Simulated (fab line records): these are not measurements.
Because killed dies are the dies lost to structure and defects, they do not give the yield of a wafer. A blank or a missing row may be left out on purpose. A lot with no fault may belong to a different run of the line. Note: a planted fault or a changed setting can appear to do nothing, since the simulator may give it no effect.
Struck lot and sound lot, side by side -- flow nand_harc -- 17 out of 1302 route steps
Sound: the wafers L454.1, L454.2, L454.6. The struck wafers were L461.1, L461.3, L461.4. The cause is given at the end.
Per side, at each step with rows, come the tool, then ch with its chambers, and then its first start. Under that, the readings that differ: sound wafers -- struck wafers -- difference of the means -- sigmas: that difference in standard deviations of wafers without a fault.
alike: readings with means less than 2 such deviations apart, plus words and numbers identical on both sides. not compared: withheld readings, readings lacking a value on some wafer, bounds such as >300 that could conceal the same value, and numbers that have no deviation in the record and whose values overlap.
A row with sigmas, a row that says differs or no value, or rows on one side alone: a step with any of these is where the two part. When numbers do not overlap yet have no deviation, they are printed without sigmas and do not part them. Lack of a reading on every wafer of one side parts them only where that side has two or more wafers.

NHARC_A_STAIRCASE_CMP_472: polishes SiO2.
  sound on cmp-01 ch 0,3, day 20 04:38; struck on cmp-01 ch 0,1,2, day 23 10:31
  alike: motor_current_A
following that, these wafers have no rows for 1 step: NHARC_A_STAIRCASE_SRD_474.
NHARC_A_STAIRCASE_INSPECT_155:
  sound on defect_inspect-01, day 20 04:59; struck on defect_inspect-02, day 23 10:51
  alike: raw_defect_count
NHARC_A_SGD_CUT_DEP_00: deposits SiNx, target thk 50 nm.
  sound on pecvd-03 ch 1,2, day 20 05:05; struck on pecvd-03 ch 0,1, day 23 10:55
  alike: heater_power_w
then, 7 steps without rows for these wafers: NHARC_A_SGD_CUT_DEHYDRATE_01 (time 120 s); NHARC_A_SGD_CUT_HMDS_02 (time 30 s); NHARC_A_SGD_CUT_COAT_56 (time 75 s); NHARC_A_SGD_CUT_COAT_57 (time 65 s); NHARC_A_SGD_CUT_COAT_03 (resist thk 90 nm); NHARC_A_SGD_CUT_SOFTBAKE_04 (time 55 s); NHARC_A_SGD_CUT_EBR_05.
NHARC_A_SGD_CUT_EXPOSE_06: exposes mask SGD.
  sound on arfi_scanner-03 ch 0, day 20 05:31; struck on arfi_scanner-03 ch 0, day 23 11:29
reading,sound,struck,difference,sigmas
exposure_dose_mJ_cm2,85.63 85.59 85.68,92.77 92.75 92.70,+7.11,+86
  alike: mask, focus_offset_nm
then, 2 steps without rows for these wafers: NHARC_A_SGD_CUT_PEB_07 (peb time 65 s); NHARC_A_SGD_CUT_DEVELOP_08 (develop time 35 s).
NHARC_A_SGD_CUT_CD_MEAS_09: target cd 100 nm.
  sound on cd_sem-02 ch 0, day 20 05:39; struck on cd_sem-02 ch 0, day 23 11:38
reading,sound,struck,difference,sigmas
cd_nm (nm),99.8 100.5 100.4,104.8 105.6 106.3,+5.3,+11
NHARC_A_SGD_CUT_OVL_MEAS_10:
  sound on overlay-02, day 20 05:44; struck on overlay-02, day 23 11:43
  alike: overlay_x_nm, overlay_y_nm
following that, these wafers have no rows for 1 step: NHARC_END_SORT_01.

## WHERE THEY PART
First at NHARC_A_SGD_CUT_EXPOSE_06; last, within this record, at NHARC_A_SGD_CUT_CD_MEAS_09. Later steps at which nothing parts them and some readings are alike: NHARC_A_SGD_CUT_OVL_MEAS_10.

WHY: what had been put in by the simulator
Process parameter drift: arfi_scanner-03, from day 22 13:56 on, at NHARC_A_SGD_CUT_EXPOSE_06. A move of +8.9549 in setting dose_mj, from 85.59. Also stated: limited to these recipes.
